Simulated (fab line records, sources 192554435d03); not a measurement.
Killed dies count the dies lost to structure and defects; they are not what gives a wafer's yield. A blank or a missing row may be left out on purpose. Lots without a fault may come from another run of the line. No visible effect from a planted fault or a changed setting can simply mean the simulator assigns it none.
A lot that was struck, set against a sound lot :: flow n5 finfet :: 16 steps out of a route of 1938
Sound: the wafers L128.2, L128.3, L128.4. Wafers L138.4, L138.5, L138.6 were the ones struck. The cause is given at the end.
Each step with rows lists, per side, the tool, then ch with its chambers, then its first start. Under that, the readings that differ: sound wafers :: struck wafers :: difference of the means :: sigmas: that difference in standard deviations of wafers without a fault.
alike: readings with means less than 2 such deviations apart, plus words and numbers identical on both sides. not compared: withheld readings, readings lacking a value on some wafer, bounds such as >300 that could conceal the same value, and numbers that have no deviation in the record and whose values overlap.
Wherever a step has rows on one side only, a row that says differs or no value, or a row with sigmas, the two part there. Numbers that have no deviation but don't overlap get no sigmas and don't part them. A reading that every wafer of one side lacks parts them only if that side has two wafers or more.

first, 3 steps without rows for these wafers: N5_HKMG_FIN_EXPOSE_46 (exposes mask NDIPOLE); N5_HKMG_FIN_PEB_47 (peb time 60 s); N5_HKMG_FIN_DEVELOP_48 (develop time 30 s).
N5_HKMG_FIN_CD_MEAS_49: the cd target is 202 nm.
  sound on cd sem-03 ch 0, day 4 18:59; struck on cd sem-03 ch 0, day 8 04:05
  alike: cd nm
N5_HKMG_FIN_OVL_MEAS_50:
  sound on overlay-02 ch 0, day 4 19:01; struck on overlay-02 ch 0, day 8 04:07
  alike: NDIPOLE_OVL
N5_HKMG_FIN_INSPECT_61: inspects for defects (macro).
  sound: defect inspect-01 at day 4 19:02; struck: defect inspect-02 at day 8 04:08
  alike: raw defect count
N5_HKMG_FIN_DESCUM_53: chemistry O2, time 7.9 s.
  sound on rie diel-04 ch 0,1,2, day 4 19:05; struck on rie diel-04 ch 0,1,2, day 8 04:10
  alike: drypump motor current A, oes product au, rf fwd power W, rf vpp V, showerhead plenum p Torr, throttle valve pct
  not compared: rf hours counter h
N5_HKMG_FIN_ETCH_54: etches SiARC in CF4, target depth 45.5 nm, time 75.8 s.
  sound on rie diel-04 ch 0,1,2, day 4 19:07; struck on rie diel-04 ch 0,1,2, day 8 04:12
  alike: drypump motor current A, etch rf on time s, oes product au, rf fwd power W, rf vpp V, showerhead plenum p Torr, throttle valve pct
  not compared: rf hours counter h
N5_HKMG_FIN_ETCH_55: etches SOC in N2/H2, target depth 240 nm, time 300 s.
  sound on rie diel-04 ch 0,1,2, day 4 19:10; struck on rie diel-04 ch 0,1,2, day 8 04:16
  alike: drypump motor current A, oes product au, rf fwd power W, rf vpp V, showerhead plenum p Torr, throttle valve pct
  not compared: rf hours counter h
then, 1 step without rows for these wafers: N5_HKMG_FIN_STRIP_56 (strips in N2/H2).
N5_HKMG_FIN_STRIP_57: strips in CF4.
  sound on rie diel-04 ch 0,1,2, day 4 19:22; struck on rie diel-04 ch 0,1,2, day 8 04:27
  alike: bias power w, cf4 flow sccm, drypump motor current A, oes product au, rf fwd power W, rf vpp V, showerhead plenum p Torr, throttle valve pct
  not compared: rf hours counter h
N5_HKMG_FIN_ETCH_58: etches SOC in N2/H2, target depth 215.8 nm, time 741 s.
  sound on rie diel-04 ch 0,1,2, day 4 19:23; struck on rie diel-04 ch 0,1,2, day 8 04:28
  alike: drypump motor current A, oes product au, rf fwd power W, rf vpp V, showerhead plenum p Torr, throttle valve pct
  not compared: rf hours counter h
N5_HKMG_FIN_STRIP_93: strips SOC in N2/H2, time 20 s.
  sound on rie diel-04 ch 0,1,2, day 4 19:48; struck on rie diel-04 ch 0,1,2, day 8 04:54
  no value came back on the struck wafers for any of 9 readings (bias power w (W), chamber pressure mTorr (mTorr) and others); on the sound wafers bias power w (W) reads 8.025 7.996 7.983
reading: model.SOC_of_HKMG_FIN_COAT_41.thk nm (nm)
sound: 70.6 65.8 73.4
struck: 86.4 84 77.4
difference: +12.7
sigmas: 
then, 1 step without rows for these wafers: N5_HKMG_FIN_WET_ETCH_76 (etches Al2O3 in dNH4OH, stops on La2O3, target depth 2.25 nm, rinse time 30 s).
-- a jump in the record: the struck wafers' starts before and after are 3 days apart (it breaks off in module HKMG_FIN and resumes in module BEOL_M4, where the first step shown is number 1111 of the route) --
N5_BEOL_M4_RC_MEAS_101:
  sound on prober-01 ch 0, day 9 01:23; struck on prober-02 ch 0, day 11 15:26
reading: ION_N (uA/um)
sound: 693 705 706
struck: 671 669 670
difference: -31
sigmas: -2
  alike: DIBL_N, DIBL_P, IOFF_N, IOFF_P, ION_P, SS_N, SS_P, VT_N, VT_P
-- a jump in the record: the struck wafers' starts before and after are 4 days apart (it breaks off in module BEOL_M4 and resumes in module PASSIVATION, where the first step shown is number 1936 of the route) --
N5_PASSIVATION_PROBE_49:
  sound: prober-01 at day 13 20:07; struck: prober-02 at day 15 22:31
  alike: defect limited yield, killed_at_M0_to_M3, killed_at_M4_up, killed at contacts, killed at front end, killed at other, killed dies, killed open, killed short, sort_bin_4_leakage, sort_bin_5_function, sort_bin_6_memory, sort_bin_8_speed, sort n pass, sort yield pct

WHERE THEY PART
Last at N5_BEOL_M4_RC_MEAS_101 as far as this record goes, first at N5_HKMG_FIN_STRIP_93. Later steps at which nothing parts them and some readings are alike: N5_PASSIVATION_PROBE_49.

WHY: the cause the simulator had injected
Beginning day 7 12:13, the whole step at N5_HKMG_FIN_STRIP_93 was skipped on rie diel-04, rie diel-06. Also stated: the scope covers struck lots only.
